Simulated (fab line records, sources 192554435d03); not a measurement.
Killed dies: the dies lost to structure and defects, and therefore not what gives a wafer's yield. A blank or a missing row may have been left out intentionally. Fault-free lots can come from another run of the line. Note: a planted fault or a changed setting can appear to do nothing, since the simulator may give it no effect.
Which tool was responsible? ; flow n5Finfet ; Sampling: 9 lots, 25 wafers, 4 of 1938 route steps

== WHAT THE GAUGES SHOWED, per wafer ==
N5_STI_FIN_REVEAL_CD_MEAS_22: target cd 6.238 nm, pitch 28 nm.
lot;measured;on;cdNm (nm)
L529;day 3 00:24;cdSem-02;6.77 6.27 6.85
L535;day 4 15:16;cdSem-02;8.08 8.06 8.35
L536;day 4 20:28;cdSem-01;7.68 7.92 7.88
L537;day 5 07:02;cdSem-02;5.75 6.56 6.54
L540;day 5 20:46;cdSem-02;6.90 6.34 6.47
L541;day 6 01:04;cdSem-02;6.61 6.78
L543;day 6 13:35;cdSem-01;5.77 6.08
L548;day 7 19:37;cdSem-03;6.43 6.78 5.64
L549;day 8 01:25;cdSem-02;6.18 5.97 6.50

== TOOL THAT RAN EACH LOT (tool first, then ch and the chambers of the sampled wafers, then the start) ==
lot;N5_STI_FIN_REVEAL_ALD_14;N5_STI_FIN_REVEAL_CMP_04;N5_STI_FIN_REVEAL_ETCH_34
L529;aldSin-02 ch 0,1,3, day 2 15:44;cmp-02 ch 0,1,3, day 2 20:53;rieSi-01 ch 0,1, day 2 23:50
L535;aldSin-02 ch 0,1,2, day 4 06:46;cmp-03 ch 2,3, day 4 11:52;rieSi-01 ch 0,2,3, day 4 14:42
L536;aldSin-03 ch 0,2, day 4 11:48;cmp-02 ch 2,3, day 4 17:00;rieSi-03 ch 0,2,3, day 4 19:53
L537;aldSin-01 ch 0,1, day 4 22:13;cmp-01 ch 0,1,3, day 5 03:16;rieSi-03 ch 1,2, day 5 06:28
L540;aldSin-01 ch 1,2,3, day 5 12:13;cmp-01 ch 1,3, day 5 17:18;rieSi-03 ch 1,2,3, day 5 20:11
L541;aldSin-03 ch 1,2, day 5 16:39;cmp-01 ch 0,3, day 5 21:44;rieSi-01 ch 2,3, day 6 00:29
L543;aldSin-02 ch 0,3, day 6 04:35;cmp-01 ch 2, day 6 09:40;rieSi-03 ch 1, day 6 12:57
L548;aldSin-01 ch 0,2, day 7 10:58;cmp-03 ch 0,1,3, day 7 16:05;rieSi-03 ch 1,2, day 7 19:02
L549;aldSin-02 ch 0,1,2, day 7 16:44;cmp-02 ch 0,2,3, day 7 21:50;rieSi-01 ch 0,1,2, day 8 00:50
- N5_STI_FIN_REVEAL_ALD_14: deposits Si3N4, target thk 3 nm.
- N5_STI_FIN_REVEAL_CMP_04: polishes, stops on Si3N4, t overpolish 4 s, target thk 131.83 nm.
- N5_STI_FIN_REVEAL_ETCH_34: etches Si in H2, material Si, target depth 0.97 nm.

== THE ANSWER, worked out from the rows above alone ==
Rule: usual is defined by the lots themselves. The widest of any qualifying gaps counts: lots, ordered by their means at a reading, are off when they make up no more than a third of the lots, leave a main group of 4 or more, and stand apart from it by 3 or more times the standard deviation of that group's means. A main group is skipped when, at the precision printed for the reading in the tables above, its means are all equal. A lot without any number at a reading at which 4 lots or more have one is off too. All remaining lots with rows at the step are treated as sound.
Off at N5_STI_FIN_REVEAL_CD_MEAS_22 (cdNm): L535, L536. For the main group the mean is 6.37 nm and the standard deviation 0.25.
A tool fits if, at a process step before that reading, it ran every lot that is off, and no sound lot after the first of them. Gauges at N5_STI_FIN_REVEAL_CD_MEAS_22: tried the same way as those tools. Of those tried, none fits.

== WHAT HAD BEEN PUT IN BY THE SIMULATOR ==
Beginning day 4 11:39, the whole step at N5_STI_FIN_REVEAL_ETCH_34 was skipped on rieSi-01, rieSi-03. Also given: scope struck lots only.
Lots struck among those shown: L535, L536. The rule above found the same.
